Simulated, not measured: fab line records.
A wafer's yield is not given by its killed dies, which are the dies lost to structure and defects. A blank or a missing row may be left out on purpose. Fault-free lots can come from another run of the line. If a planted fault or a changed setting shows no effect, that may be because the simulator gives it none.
Code-filled problem report in 8D (eight disciplines) form	flow nand-harc	the parts of the form that need people (team, actions taken, sign-off) are left out

1. WHAT IS WRONG
At NHARC_END_SORT_01, killed-dies averages 677 over 6 wafers from 2 lots, while fault-free wafers read 57, standard deviation 16. That puts it +39 standard deviations away from the usual mean.
Seen first at day 31 00:43 on prober-01, wafer L995.1. At this step, 36 wafers from 12 lots have a number in the record. By rule, "out" or "out of limits" means more than 4 standard deviations away from the usual mean. The rest of the wafers with a number are treated as sound.

2. WHAT IT IS, AND WHAT IT ISN'T
question	is	is not
which readings at this step	killed-dies, killed-at-array	killed-at-other, killed-at-periphery, killed-open, killed-short
which lots	L994, L995	L100, L101, L102, L982, L983, L985, L986, L987, L989, L990
which wafers of those lots	all that have a number	-
read on which gauges	prober-01, prober-02	-
when	from day 31 00:43	up to then (21 sound wafers); but 9 sound wafers of L100, L101, L102 came after

3. THE SUSPECTS, EACH WITH WHAT RULES IT OUT
Counting: a tool at a process step up to the reading stays a suspect if it ran every lot that is out and no sound lot after the first of them.
- the gauge at NHARC_END_SORT_01 is ruled out. 2 gauges (prober-01, prober-02) read the wafers that are out.
- rie-diel-04 at NHARC_A_CONTACT_ETCH_92 (etches the open film in CH3F/O2, target depth 40 nm, time 85.7 s): ruled out as a lasting fault. The sound lots L102, L101 went through it after L995, its earliest lot that is out (day 29 01:13).
Left after counting: nothing in the record.

4. THE CAUSE (what the simulator had put in)
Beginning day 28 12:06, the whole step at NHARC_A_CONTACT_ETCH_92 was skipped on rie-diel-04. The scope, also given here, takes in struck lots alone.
Counting ruled it out, wrongly: the rule takes a fault to strike every lot that its tool runs from its start on, and this one did not.

5. SEQUENCE OF EFFECTS, ordered by route
Each row: a reading where the mean over the struck wafers with a number is more than 3 standard deviations away from the usual. Only readings for which the record gives a usual standard deviation are gone through. hours: the time from each lot's start at the first step in this table that gives one to its start at this step, as a median over the lots. sigmas: the change in usual standard deviations.
hours	step	reading	usual	on struck wafers	change	sigmas
0	NHARC_END_SORT_01	killed-at-array	52	672	+620	+36
0	NHARC_END_SORT_01	killed-dies	57	677	+620	+39
Readings that are blank on the struck wafers while sound wafers have them: bias-w at NHARC_A_CONTACT_ETCH_92; ch3f-flow-sccm at NHARC_A_CONTACT_ETCH_92; drypump-motor-current-A at NHARC_A_CONTACT_ETCH_92; oes-product-au at NHARC_A_CONTACT_ETCH_92; rf-vpp-V at NHARC_A_CONTACT_ETCH_92; showerhead-plenum-p-Torr at NHARC_A_CONTACT_ETCH_92; throttle-valve-pct at NHARC_A_CONTACT_ETCH_92.

6. HOW IT WOULD HAVE BEEN CAUGHT EARLIER
61 hours passed between the start of the fault at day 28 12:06 and the first reading out of limits at a measuring or inspecting step in this record, taken at day 31 00:43.
At NHARC_A_CONTACT_ETCH_92 the tool's readings are blank on the struck wafers, where sound wafers have them: an empty tool record is the first sign, and it was there at once.
